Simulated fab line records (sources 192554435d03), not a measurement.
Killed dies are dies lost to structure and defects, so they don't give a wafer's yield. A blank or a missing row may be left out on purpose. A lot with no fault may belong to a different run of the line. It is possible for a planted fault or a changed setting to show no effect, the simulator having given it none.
Matching of chambers | flow n5_finfet | 3 sister chambers for N5_BEOL_M0_SAQP_HM_DEP_111 on pecvd-02
The step deposits SiO2 from SiH4/N2O, target thk 12 nm, time 7.2 s. 24 wafers are shown with their chamber, then 12 later ones without.

## EACH WAFER AND ITS CHAMBER
wafer  | chamber | showerhead_plenum_p_Torr (Torr) | showerhead_vpp_V (V) | heater_power_w (W)
L074.2 | 1       | 8.32                            | 1054                 | 876
L074.3 | 2       | 8.29                            | 1048                 | 759
L074.5 | 1       | 8.31                            | 1069                 | 878
L076.1 | 2       | 8.27                            | 1028                 | 751
L076.3 | 0       | 8.00                            | 1145                 | 851
L076.5 | 2       | 8.28                            | 1042                 | 769
L078.3 | 1       | 8.32                            | 1051                 | 795
L078.5 | 0       | 8.01                            | 1148                 | 815
L078.6 | 1       | 8.31                            | 1058                 | 784
L080.2 | 0       | 8.03                            | 1127                 | 847
L080.3 | 1       | 8.33                            | 1072                 | 779
L080.6 | 0       | 8.00                            | 1132                 | 877
L083.2 | 2       | 8.29                            | 1038                 | 724
L083.5 | 0       | 8.03                            | 1139                 | 852
L083.6 | 2       | 8.28                            | 1041                 | 714
L086.1 | 2       | 8.29                            | 1035                 | 774
L086.5 | 0       | 8.00                            | 1167                 | 750
L086.6 | 1       | 8.32                            | 1070                 | 891
L087.2 | 0       | 8.02                            | 1152                 | 770
L087.3 | 2       | 8.28                            | 1030                 | 834
L087.5 | 0       | 7.98                            | 1124                 | 776
L092.1 | 1       | 8.29                            | 1045                 | 750
L092.2 | 2       | 8.32                            | 1029                 | 724
L092.3 | 0       | 8.03                            | 1139                 | 827

SIGNATURES (averages over the wafers above)
reading                  | chamber 0 | chamber 1 | chamber 2 | scatter within a chamber
showerhead_plenum_p_Torr | 8.0111    | 8.3143    | 8.2875    | 0.0154
showerhead_vpp_V         | 1141.44   | 1059.86   | 1036.38   | 10.8
heater_power_w           | 818.33    | 821.86    | 756.12    | 46.7
Rule: distance of a wafer from a chamber = root of the sum over the readings of ((wafer's reading minus chamber's mean) / reading's scatter) squared. The wafer belongs to the nearest chamber; if the next one is less than 2 further off, it can't be placed. The scatter is the square root of a quotient: the sum, over the shown wafers, of each reading's squared deviation from its chamber's mean, divided by wafers minus chambers.

## WAFERS MISSING THEIR CHAMBER
wafer  | showerhead_plenum_p_Torr (Torr) | showerhead_vpp_V (V) | heater_power_w (W)
L093.1 | 8.03                            | 1153                 | 800
L093.4 | 8.31                            | 1037                 | 872
L093.5 | 8.31                            | 1048                 | 865
L094.2 | 8.03                            | 1144                 | 839
L094.4 | 8.31                            | 1055                 | 899
L094.5 | 8.30                            | 1044                 | 880
L095.2 | 8.31                            | 1044                 | 794
L095.3 | 8.01                            | 1163                 | 779
L095.4 | 8.01                            | 1139                 | 779
L096.2 | 8.28                            | 1043                 | 785
L096.3 | 8.32                            | 1035                 | 901
L096.6 | 8.03                            | 1151                 | 807

## WHICH CHAMBER EACH ONE RAN IN
wafer  | from the rows above     | in truth
L093.1 | 0                       | 0
L093.4 | can't be placed: 1 or 2 | 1
L093.5 | can't be placed: 1 or 2 | 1
L094.2 | 0                       | 0
L094.4 | 1                       | 1
L094.5 | can't be placed: 1 or 2 | 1
L095.2 | can't be placed: 1 or 2 | 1
L095.3 | 0                       | 0
L095.4 | 0                       | 0
L096.2 | can't be placed: 2 or 1 | 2
L096.3 | can't be placed: 1 or 2 | 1
L096.6 | 0                       | 0
Correctly placed: 6 of 12. Not placeable from these rows: 6 (in 6, the candidates include the true chamber). 0 placed wrongly.
